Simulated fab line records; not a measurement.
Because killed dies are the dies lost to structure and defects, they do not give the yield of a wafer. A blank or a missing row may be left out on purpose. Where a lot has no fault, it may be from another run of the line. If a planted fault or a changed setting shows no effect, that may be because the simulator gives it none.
Struck lot and sound lot, side by side || flow n5Finfet || 17 steps out of a route of 1938
Sound: these wafers, L889.2, L889.3, L889.5. Wafers L896.2, L896.3, L896.4 were the ones struck. At the end, the cause is stated.
Each step with rows lists, per side, the tool, then ch with its chambers, then its first start. Under that, the readings that differ: sound wafers || struck wafers || difference of the means || sigmas: that difference in standard deviations of wafers without a fault.
alike: readings whose means differ by less than 2 such deviations, and words and numbers that are the same on both sides. not compared: withheld readings, readings that some wafer has no value for, bounds like >300 that may hide the same value, and numbers for which the record gives no deviation and whose values overlap.
Wherever a step has rows on one side only, a row that says differs or no value, or a row with sigmas, the two part there. Numbers that don't overlap but have no deviation are shown without sigmas and don't part them. A reading that every wafer of one side lacks parts them only if that side has two wafers or more.

first, 2 steps without rows for these wafers: N5_BEOL_M1_PEB_09 (peb time 60 s); N5_BEOL_M1_DEVELOP_10 (develop time 30 s).
N5_BEOL_M1_CD_MEAS_11: target cd 17.05 nm.
  sound on cdSem-01 ch 0, day 6 01:51; struck on cdSem-01 ch 0, day 7 20:13
  alike: cdNm
N5_BEOL_M1_OVL_MEAS_12:
  sound on overlay-01 ch 0, day 6 01:53; struck on overlay-02 ch 0, day 7 20:15
  alike: M1_OVL
N5_BEOL_M1_INSPECT_13: inspects for defects (brightfield).
  sound: defectInspect-01 at day 6 01:56; struck: defectInspect-01 at day 7 20:18
  alike: rawDefectCount
N5_BEOL_M1_DESCUM_16: chemistry O2, time 7 s.
  sound on rieDiel-05 ch 0,1,3, day 6 01:58; struck on rieDiel-05 ch 0,1,2, day 7 20:20
  alike: biasPowerW, chamberPressureMTorr, drypumpMotorCurrentA, oesProductAu, rfVppV, showerheadPlenumPTorr, throttleValvePct
  not compared: rfHoursCounterH
then, 1 step without rows for these wafers: N5_BEOL_M1_ETCH_74 (etches underlayer in N2/H2, target depth 6.5 nm, time 5.2 s).
N5_BEOL_M1_ETCH_63: etches SiARC in CF4, target depth 15.6 nm, time 26 s.
  sound on rieDiel-05 ch 0,1,3, day 6 02:01; struck on rieDiel-05 ch 0,1,2, day 7 20:23
  alike: chamberPressureMTorr, drypumpMotorCurrentA, etchRfOnTimeS, oesProductAu, rfVppV, showerheadPlenumPTorr, throttleValvePct
  not compared: rfHoursCounterH
N5_BEOL_M1_ETCH_64: etches SOC in N2/H2, target depth 75 nm, overetch 15 nm, time 112.5 s.
  sound on rieDiel-05 ch 0,1,3, day 6 02:03; struck on rieDiel-05 ch 0,1,2, day 7 20:25
  alike: chamberPressureMTorr, drypumpMotorCurrentA, oesProductAu, rfVppV, showerheadPlenumPTorr, throttleValvePct
  not compared: rfHoursCounterH
then, 2 steps without rows for these wafers: N5_BEOL_M1_STRIP_65 (strips in N2/H2); N5_BEOL_M1_STRIP_75 (strips in N2/H2).
N5_BEOL_M1_STRIP_66: strips in CF4.
  sound on rieDiel-05 ch 0,1,3, day 6 02:11; struck on rieDiel-05 ch 0,1,2, day 7 20:32
  alike: biasPowerW, chamberPressureMTorr, drypumpMotorCurrentA, oesProductAu, rfVppV, showerheadPlenumPTorr, throttleValvePct
  not compared: rfHoursCounterH
N5_BEOL_M1_HM_OPEN_17: chemistry Cl2/BCl3, target TiN, target depth 20 nm, overetch 6 nm.
  sound on rieMetal-01 ch 0,1, day 6 02:13; struck on rieMetal-02 ch 0,1, day 7 20:35
  no value came back on the struck wafers for any of 6 readings (bcl3FlowSccm (sccm), biasW (W) and others); on the sound wafers bcl3FlowSccm (sccm) reads 21.67 21.70 21.82
{"reading": "model.SOC_of_BEOL_M1_COAT_61.thkNm (nm)", "sound": "52.4 52.8 52.6", "struck": "60.4 60.4 60.4", "difference": "+7.8", "sigmas": ""}
  not compared: rfHoursCounterH
N5_BEOL_M1_STRIP_19: strips in O2.
  sound on rieDiel-04 ch 0,2, day 6 02:20; struck on rieDiel-05 ch 0,1,3, day 7 20:41
  alike: chamberPressureMTorr, drypumpMotorCurrentA, oesProductAu, rfVppV, showerheadPlenumPTorr, throttleValvePct
  not compared: rfHoursCounterH
N5_BEOL_M1_CD_MEAS_18: pitch 36 nm, target cd 18 nm.
  sound: cdSem-01 at day 6 02:24; struck: cdSem-01 at day 7 20:46
{"reading": "cdNm (nm)", "sound": "17.6 18.3 18.4", "struck": "- - -", "difference": "no value on the struck wafers", "sigmas": ""}
then, 1 step without rows for these wafers: N5_BEOL_M1_COAT_67 (time 60 s, resist thk 60 nm).
N5_BEOL_M4_RC_MEAS_101:
  the record has rows for the sound wafers here (prober-02 ch 0, day 7 12:20) and none for the struck ones

== WHERE THEY PART ==
Last at N5_BEOL_M4_RC_MEAS_101 as far as this record goes, first at N5_BEOL_M1_HM_OPEN_17.

WHY: what had been put in by the simulator
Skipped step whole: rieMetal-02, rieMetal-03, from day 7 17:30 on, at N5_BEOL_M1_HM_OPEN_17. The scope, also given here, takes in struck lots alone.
